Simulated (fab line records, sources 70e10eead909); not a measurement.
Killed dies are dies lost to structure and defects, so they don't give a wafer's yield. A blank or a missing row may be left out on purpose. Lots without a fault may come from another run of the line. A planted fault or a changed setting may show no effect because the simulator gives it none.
Which tool did it? | flow nand_harc | 11 lots, 33 wafers sampled, at 7 steps of a route of 1159

WHAT THE GAUGES READ, wafer by wafer
NHARC_P_M1_THK_MEAS_24: measures by xrf.
lot  | measured     | on            | thk_nm (nm)
L413 | day 6 14:58  | film_metro-01 | 157.6 159.3 154.9
L414 | day 6 15:19  | film_metro-02 | 157.1 158.9 160.5
L415 | day 7 00:38  | film_metro-01 | 157.1 159.2 156.9
L416 | day 7 02:11  | film_metro-01 | 155.8 157.4 155.4
L417 | day 7 19:13  | film_metro-01 | 156.2 159.4 156.8
L423 | day 10 03:43 | film_metro-01 | 29.4 29.2 29.2
L426 | day 10 05:21 | film_metro-01 | 28.7 30.1 28.1
L428 | day 10 11:51 | film_metro-01 | 29.7 30.7 29.5
L433 | day 11 12:28 | film_metro-01 | 161.5 159.8 161.8
L434 | day 11 13:16 | film_metro-02 | 159.3 159.5 155.9
L435 | day 11 21:38 | film_metro-02 | 154.7 159.7 158.0

NHARC_END_SORT_01.
lot  | measured     | on        | defect_limited_yield (%) | killed_at_array | killed_at_other | killed_at_periphery | killed_dies | killed_open | killed_short | sort_bin_2_pct (%) | sort_bin_3_pct (%) | sort_bin_4_pct (%) | sort_n_pass | sort_rim_yield_pct (%) | sort_yield_pct (%)
L423 | day 23 07:20 | prober-02 | 0 0 0                    | 19 23 19        | 2 5 1           | 656 649 657         | 677 677 677 | 7 1 2       | 3 3 2        | 97.3 97.2 96.8     | 0.15 0.30 0.44     | 2.5 2.5 2.8        | 0 0 0       | 0 0 0                  | 0 0 0
L426 | day 23 19:14 | prober-01 | 0 0 0                    | 34 30 25        | 1 4 4           | 642 643 648         | 677 677 677 | 2 1 2       | 4 1 3        | 96.3 96.3 96.9     | 0.30 0.30 0.30     | 3.4 3.4 2.8        | 0 0 0       | 0 0 0                  | 0 0 0
L428 | day 23 21:16 | prober-02 | 0 0 0                    | 50 35 43        | 2 0 1           | 625 642 633         | 677 677 677 | 5 3 7       | 0 2 1        | 94.7 95.9 94.8     | 0 0.30 0.89        | 5.3 3.8 4.3        | 0 0 0       | 0 0 0                  | 0 0 0
L435 | day 25 02:05 | prober-02 | 96.3 97.2 96.3           | 20 15 20        | 0 1 1           | 5 3 4               | 25 19 25    | 8 3 4       | 4 2 0        | 1.5 0.9 1.0        | 0.30 0.15 0        | 1.9 1.8 2.7        | 652 658 652 | 97.2 95.3 98.1         | 96.3 97.2 96.3

WHICH TOOL RAN EACH LOT (tool, then ch and the chambers of the sampled wafers, then the start)
lot  | NHARC_P_M1_ETCH_35                 | NHARC_P_M1_ECD_22              | NHARC_P_M1_ANNEAL_31             | NHARC_P_M1_CMP_23             | NHARC_P_M1_PRE_CLEAN_32
L413 | rie_diel-04 ch 1,3, day 6 12:38    | ecd_cu-01 ch 0,1, day 6 13:59  | rtp_anneal-01 ch 0, day 6 14:19  | cmp-04 ch 0,1,2, day 6 14:39  | pecvd-04 ch 0,1,2, day 6 15:11
L414 | rie_diel-12 ch 0,2,3, day 6 12:59  | ecd_cu-01 ch 0,1, day 6 14:19  | rtp_anneal-01 ch 0, day 6 14:43  | cmp-04 ch 1,2, day 6 15:00    | pecvd-04 ch 0,1, day 6 15:34
L415 | rie_diel-12 ch 0,1,2, day 6 22:19  | ecd_cu-02 ch 1, day 6 23:35    | rtp_anneal-02 ch 0, day 6 23:58  | cmp-01 ch 0,1,3, day 7 00:20  | pecvd-04 ch 0,2, day 7 00:53
L416 | rie_diel-12 ch 0,1,2, day 6 23:52  | ecd_cu-02 ch 0,1, day 7 01:10  | rtp_anneal-01 ch 0, day 7 01:35  | cmp-01 ch 2,3, day 7 01:53    | pecvd-02 ch 0,1,2, day 7 02:26
L417 | rie_diel-04 ch 0,3, day 7 16:52    | ecd_cu-02 ch 0,1, day 7 18:16  | rtp_anneal-01 ch 0, day 7 18:40  | cmp-04 ch 1,2, day 7 18:54    | pecvd-04 ch 0,2, day 7 19:43
L423 | rie_diel-12 ch 0,1,3, day 10 01:20 | ecd_cu-01 ch 0,1, day 10 02:41 | rtp_anneal-01 ch 0, day 10 03:03 | cmp-04 ch 1,2,3, day 10 03:26 | pecvd-04 ch 0,1,2, day 10 03:56
L426 | rie_diel-06 ch 1,2, day 10 03:01   | ecd_cu-01 ch 0,1, day 10 04:25 | rtp_anneal-02 ch 0, day 10 04:48 | cmp-04 ch 1,2,3, day 10 05:02 | pecvd-02 ch 0,1,2, day 10 05:35
L428 | rie_diel-06 ch 1,3, day 10 09:31   | ecd_cu-02 ch 0,1, day 10 10:48 | rtp_anneal-02 ch 0, day 10 11:11 | cmp-03 ch 0,1,3, day 10 11:32 | pecvd-03 ch 0,1, day 10 12:04
L433 | rie_diel-12 ch 0,1,2, day 11 10:07 | ecd_cu-01 ch 0,1, day 11 11:28 | rtp_anneal-01 ch 0, day 11 11:51 | cmp-04 ch 0,1,3, day 11 12:10 | pecvd-04 ch 0,1, day 11 12:41
L434 | rie_diel-12 ch 1,2,3, day 11 10:56 | ecd_cu-01 ch 0,1, day 11 12:13 | rtp_anneal-01 ch 0, day 11 12:36 | cmp-03 ch 0,2,3, day 11 12:56 | pecvd-02 ch 0,1, day 11 13:29
L435 | rie_diel-04 ch 2,3, day 11 19:19   | ecd_cu-01 ch 0,1, day 11 20:45 | rtp_anneal-01 ch 0, day 11 21:08 | cmp-04 ch 1,2, day 11 21:21   | pecvd-03 ch 0,1,2, day 11 21:55
- NHARC_P_M1_ETCH_35: etches the open film in N2/H2, target depth 40 nm, overetch 12 nm, time 43.94 s.
- NHARC_P_M1_ECD_22: material Cu, target thk 400 nm.
- NHARC_P_M1_ANNEAL_31: time 90 s.
- NHARC_P_M1_CMP_23: polishes, t overpolish 20 s, target thk 157.82 nm.
- NHARC_P_M1_PRE_CLEAN_32: time 12 s.

WHAT THE TOOLS THEMSELVES READ (means of the sampled wafers that have a number; where no wafer has one, the mark that the record gives instead)
NHARC_P_M1_ETCH_35.
lot  | tool        | drypump_motor_current_A (A) | n2_flow_sccm (sccm) | oes_product_au (a.u.) | rf_vpp_V (V) | showerhead_plenum_p_Torr (Torr) | throttle_valve_pct (%)
L413 | rie_diel-04 | 5.2                         | 150.0               | 0.995                 | 432.6        | 2.10                            | 14.174
L414 | rie_diel-12 | 5.5                         | 149.6               | 1.008                 | 430.8        | 2.04                            | 14.185
L415 | rie_diel-12 | 5.7                         | 149.5               | 1.006                 | 429.9        | 2.04                            | 14.172
L416 | rie_diel-12 | 5.7                         | 149.4               | 1.001                 | 430.9        | 2.04                            | 14.176
L417 | rie_diel-04 | 5.7                         | 150.4               | 1.003                 | 430.3        | 2.00                            | 14.174
L423 | rie_diel-12 | 5.7                         | 150.5               | 1.008                 | 429.8        | 2.01                            | 14.164
L426 | rie_diel-06 | 5.1                         | 149.7               | 0.998                 | 429.8        | 2.00                            | 14.165
L428 | rie_diel-06 | 5.8                         | 149.7               | 0.991                 | 431.6        | 2.09                            | 14.175
L433 | rie_diel-12 | 5.7                         | 149.8               | 0.991                 | 430.5        | 2.04                            | 14.165
L434 | rie_diel-12 | 5.4                         | 150.1               | 0.991                 | 431.2        | 2.08                            | 14.168
L435 | rie_diel-04 | 5.6                         | 149.6               | 1.000                 | 428.3        | 1.96                            | 14.177

NHARC_P_M1_ECD_22.
lot  | tool      | bath_heat_duty_pct (%) | bath_temp_c (C)
L413 | ecd_cu-01 | 6.2                    | 25.00
L414 | ecd_cu-01 | 6.8                    | 24.96
L415 | ecd_cu-02 | 6.0                    | 24.95
L416 | ecd_cu-02 | 6.1                    | 25.04
L417 | ecd_cu-02 | 6.6                    | 24.96
L423 | ecd_cu-01 | -                      | -
L426 | ecd_cu-01 | -                      | -
L428 | ecd_cu-02 | -                      | -
L433 | ecd_cu-01 | 7.4                    | 25.07
L434 | ecd_cu-01 | 6.5                    | 24.96
L435 | ecd_cu-01 | 6.9                    | 24.89

NHARC_P_M1_ANNEAL_31.
lot  | tool          | wafer_temp_C_max
L413 | rtp_anneal-01 | 226.3
L414 | rtp_anneal-01 | 226.2
L415 | rtp_anneal-02 | 225.8
L416 | rtp_anneal-01 | 226.4
L417 | rtp_anneal-01 | 226.3
L423 | rtp_anneal-01 | 226.3
L426 | rtp_anneal-02 | 225.8
L428 | rtp_anneal-02 | 225.7
L433 | rtp_anneal-01 | 226.0
L434 | rtp_anneal-01 | 226.1
L435 | rtp_anneal-01 | 225.9

NHARC_P_M1_CMP_23.
lot  | tool   | motor_current_A (A) | time_to_endpoint_s (s)
L413 | cmp-04 | 12.6                | 30
L414 | cmp-04 | 11.8                | 29
L415 | cmp-01 | 13.8                | 26
L416 | cmp-01 | 11.9                | 26
L417 | cmp-04 | 12.2                | 25
L423 | cmp-04 | 12.0                | 5
L426 | cmp-04 | 12.2                | 2
L428 | cmp-03 | 12.1                | 1
L433 | cmp-04 | 11.7                | 34
L434 | cmp-03 | 12.5                | 31
L435 | cmp-04 | 12.2                | 32

NHARC_P_M1_PRE_CLEAN_32.
lot  | tool     | heater_power_w (W)
L413 | pecvd-04 | 583
L414 | pecvd-04 | 562
L415 | pecvd-04 | 653
L416 | pecvd-02 | 617
L417 | pecvd-04 | 576
L423 | pecvd-04 | 609
L426 | pecvd-02 | 620
L428 | pecvd-03 | 548
L433 | pecvd-04 | 503
L434 | pecvd-02 | 606
L435 | pecvd-03 | 620

THE ANSWER, worked out from the rows above alone
Rule: what is usual is taken from the lots themselves. Put in order of their means at a reading, lots are off if they are a third of the lots or fewer, leave a main group of 4 or more, and stand apart from it by a gap of 3 or more times the standard deviation of the main group's means; of several such gaps the widest counts. A main group whose means are all the same, to the digits that the tables above print for the reading, isn't used. A lot without any number at a reading at which 4 lots or more have one is off too. The other lots that the step has rows for count as sound. The gauges are gone through in route order, then the tools' own readings, and for those a lot's mean is taken as printed above. The first step at which some lot is off is used, and at that step the reading that is off furthest; a lot without a number counts as furthest.
Off: L423, L426, L428, at NHARC_P_M1_THK_MEAS_24 (thk_nm). The main group: mean 158.0 nm, standard deviation 1.3.
A tool fits if, at a process step before that reading, it ran every lot that is off, and no sound lot after the first of them. The gauges at NHARC_P_M1_THK_MEAS_24 aren't tried: what is off there is off at NHARC_P_M1_ECD_22 too, on other tools, and a gauge's error can't cause that. None of those tried fits.

WHAT THE SIMULATOR HAD PUT IN
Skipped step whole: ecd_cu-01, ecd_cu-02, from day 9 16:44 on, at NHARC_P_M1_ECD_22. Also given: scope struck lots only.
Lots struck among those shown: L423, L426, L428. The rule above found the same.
